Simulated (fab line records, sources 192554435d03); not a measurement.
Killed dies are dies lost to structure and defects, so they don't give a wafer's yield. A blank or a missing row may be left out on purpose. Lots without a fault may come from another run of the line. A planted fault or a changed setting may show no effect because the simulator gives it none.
One fault seen from 2 desks | flow n5_finfet | each desk has only its own numbers; what lay behind them comes last

THE TOOL OWNER'S DESK: pecvd-04
The tool's own readings at N5_BEOL_M0_SAQP_HM_DEP_111 (deposits SiO2 from SiH4/N2O, target thk 12 nm, time 7.2 s): means of the sampled wafers that have a number, for each lot that ran on this tool. A lot is out of limits, marked OUT, if its mean lies more than 4 standard deviations from the usual mean; the brackets give that distance.
Columns: A = heater_power_w at N5_BEOL_M0_SAQP_HM_DEP_111, usual 804 W; B = showerhead_plenum_p_Torr at N5_BEOL_M0_SAQP_HM_DEP_111, usual 8.23 Torr
lot  | first seen here | A   | B
L570 | day 6 20:07     | 938 | 8.37
L575 | day 8 01:35     | 876 | 8.48
L576 | day 8 07:18     | 980 | 8.45
This desk's finding: nothing out of limits on any of the 3 lots.

THE METROLOGY DESK
What the gauges read, lot by lot, whatever tool the lot ran on: means of the sampled wafers that have a number. A lot is out of limits, marked OUT, if its mean lies more than 4 standard deviations from the usual mean; the brackets give that distance. Of its 10 readings 7 are shown: those that lie furthest out on some lot.
Columns: A = DIBL_N at N5_BEOL_M4_RC_MEAS_101, usual 37.4 mV/V; B = DIBL_P at N5_BEOL_M4_RC_MEAS_101, usual 37.8 mV/V; C = IOFF_N at N5_BEOL_M4_RC_MEAS_101, usual 0.19 nA/um; D = ION_N at N5_BEOL_M4_RC_MEAS_101, usual 682 uA/um; E = ION_P at N5_BEOL_M4_RC_MEAS_101, usual 467 uA/um; F = SS_P at N5_BEOL_M4_RC_MEAS_101, usual 73.6 mV/dec; G = VT_N at N5_BEOL_M4_RC_MEAS_101, usual 247 mV
lot  | first seen here | A    | B    | C    | D   | E   | F    | G
L570 | day 8 23:34     | 35.1 | 36.2 | 0.16 | 676 | 472 | 73.2 | 247
L575 | day 10 16:00    | 39.7 | 40.3 | 0.24 | 706 | 476 | 74.1 | 243
L576 | day 10 22:05    | 37.7 | 37.9 | 0.20 | 702 | 482 | 73.2 | 244
L584 | day 13 04:20    | 36.4 | 34.2 | 0.13 | 654 | 452 | 72.5 | 254
This desk's finding: nothing out of limits on any of the 4 lots.

PUT TOGETHER
The tool owner's desk saw nothing out of limits.
The metrology desk saw nothing out of limits.

WHAT THE SIMULATOR HAD PUT IN
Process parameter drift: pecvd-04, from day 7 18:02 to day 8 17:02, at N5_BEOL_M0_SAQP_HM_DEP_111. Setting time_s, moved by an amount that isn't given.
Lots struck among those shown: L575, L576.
